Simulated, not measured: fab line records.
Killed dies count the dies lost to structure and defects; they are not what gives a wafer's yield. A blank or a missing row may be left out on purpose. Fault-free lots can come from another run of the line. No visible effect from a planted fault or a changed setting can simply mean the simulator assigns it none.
Split-lot trial + flow n5 finfet + 39 wafers read across 7 lots, on a route 1938 steps long

ON THE SPLIT
At N5_PASSIVATION_ETCH_59 (etches TaN in Cl2/BCl3, target depth 65 nm, time 34.9 s), the setting time s was moved away from the recipe's 34.9 s on 15 of the 39 wafers read, by -49.9% to +44.5%. The other wafers ran this setting at the recipe's value.

Reading taken at the split's own step.

THE READING
etch.depth nm (the simulator's own value, which no gauge read), in nm, at N5_PASSIVATION_ETCH_59 (etches TaN in Cl2/BCl3, target depth 65 nm, time 34.9 s). No usual value for it is given in the file. The 24 wafers here that ran the recipe average 64.50 nm, standard deviation 0.9 nm.

| wafer  | tool, chamber at the split | time s as run, s | against the recipe | etch.depth nm, nm | against lot-mates on the recipe |
|--------|----------------------------|------------------|--------------------|-------------------|---------------------------------|
| L074.1 | rie metal-02, 1            | 29.3             | -16.0%             | 54.55             | -9.97                           |
| L074.2 | rie metal-02, 1            | 34.9             | recipe             | 64.67             | -                               |
| L074.3 | rie metal-02, 1            | 34.9             | recipe             | 64.36             | -                               |
| L074.4 | rie metal-02, 1            | 29.3             | -16.0%             | 54.1              | -10.42                          |
| L074.5 | rie metal-02, 1            | 34.9             | recipe             | 64.53             | -                               |
| L074.6 | rie metal-02, 1            | 29.3             | -16.0%             | 54.52             | -10.00                          |
| L076.1 | rie metal-01, 1            | 34.9             | recipe             | 65.46             | -                               |
| L076.2 | rie metal-01, 0            | 44.27            | +26.8%             | 80.88             | +15.91                          |
| L076.3 | rie metal-01, 1            | 34.9             | recipe             | 65.84             | -                               |
| L076.4 | rie metal-01, 0            | 44.27            | +26.8%             | 80.34             | +15.37                          |
| L076.5 | rie metal-01, 0            | 34.9             | recipe             | 63.6              | -                               |
| L076.6 | rie metal-01, 1            | 44.27            | +26.8%             | 83.5              | +18.53                          |
| L075.1 | rie metal-02, 1            | 17.47            | -49.9%             | 32.18             | -32.12                          |
| L075.2 | rie metal-02, 0            | 34.9             | recipe             | 63.74             | -                               |
| L075.3 | rie metal-02, 0            | 17.47            | -49.9%             | 31.71             | -32.59                          |
| L075.4 | rie metal-02, 1            | 34.9             | recipe             | 64.52             | -                               |
| L075.5 | rie metal-02, 1            | 34.9             | recipe             | 64.64             | -                               |
| L075.6 | rie metal-02, 0            | 17.47            | -49.9%             | 31.86             | -32.44                          |
| L078.1 | rie metal-01, 1            | 50.44            | +44.5%             | 92.86             | +29.22                          |
| L078.2 | rie metal-01, 0            | 50.44            | +44.5%             | 91.67             | +28.03                          |
| L078.3 | rie metal-01, 0            | 34.9             | recipe             | 62.69             | -                               |
| L078.4 | rie metal-01, 1            | 50.44            | +44.5%             | 93.68             | +30.04                          |
| L078.5 | rie metal-01, 0            | 34.9             | recipe             | 62.61             | -                               |
| L078.6 | rie metal-01, 1            | 34.9             | recipe             | 65.61             | -                               |
| L086.3 | rie metal-02, 1            | 34.9             | recipe             | 64.3              | -                               |
| L086.5 | rie metal-02, 1            | 34.9             | recipe             | 64.56             | -                               |
| L086.6 | rie metal-02, 0            | 34.9             | recipe             | 63.74             | -                               |
| L092.1 | rie metal-02, 0            | 34.9             | recipe             | 64.03             | -                               |
| L092.2 | rie metal-02, 1,0          | 34.9             | recipe             | 64.05             | -                               |
| L092.5 | rie metal-02, 1,0          | 34.9             | recipe             | 64.05             | -                               |
| L092.3 | rie metal-02, 1            | 34.9             | recipe             | 64.63             | -                               |
| L092.4 | rie metal-02, 0            | 34.9             | recipe             | 63.97             | -                               |
| L092.6 | rie metal-02, 1            | 34.9             | recipe             | 64.74             | -                               |
| L097.1 | rie metal-01, 0            | 19.58            | -43.9%             | 35.59             | -30.30                          |
| L097.2 | rie metal-01, 1            | 34.9             | recipe             | 65.85             | -                               |
| L097.3 | rie metal-01, 1            | 34.9             | recipe             | 65.91             | -                               |
| L097.5 | rie metal-01, 1            | 34.9             | recipe             | 65.91             | -                               |
| L097.4 | rie metal-01, 0            | 19.58            | -43.9%             | 35.49             | -30.40                          |
| L097.6 | rie metal-01, 0            | 19.58            | -43.9%             | 35.62             | -30.27                          |
When a row names more than one chamber, that row covers several wafers, and the file does not tell which wafer ran in which chamber.

FIT RESULTS
A straight line over all 39 wafers: etch.depth nm changes by +0.646 nm for each +1% of time s; r = +1.00; the points scatter about the line by 0.9 nm.
The same after taking each lot's own level away (the mean of its wafers on the recipe; 39 wafers): +0.657 nm for each +1%; r = +1.00; scatter 0.88 nm.
On that fit, the largest move of time s shifts the reading by 33 nm.
Measured against the standard deviation above, the lots' own levels, which go from 63.637 to 65.890 nm, span 2.5 times it.
The two slopes are in agreement: the lot-to-lot level therefore moves the slope only a little.
Check: for one of the wafers moved furthest among these (-49.9%), held out of the fit, the line's prediction against its lot-mates is -33.1 nm. Against them it came out at -32.1 nm.

OTHER SPLITS APPLIED TO THESE WAFERS
These wafers also went through other splits before the reading. Each is held against what the fit with the lots' levels taken away leaves over:
| other split on the same wafers | wafers away from the commonest value | r with etch.depth nm (lot level and that fit taken away) |
|--------------------------------|--------------------------------------|----------------------------------------------------------|
| N5_BEOL_M9_DEP_56 target thk a | 12                                   | +0.06                                                    |
| N5_BEOL_M13_DESCUM_33 time s   | 12                                   | +0.10                                                    |
| N5_MIM_BOT_SPUTTER_00 time s   | 15                                   | -0.09                                                    |

FILE'S OWN FIT
etch.depth nm changes by +0.657 nm for each +1% of time s, r = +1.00.
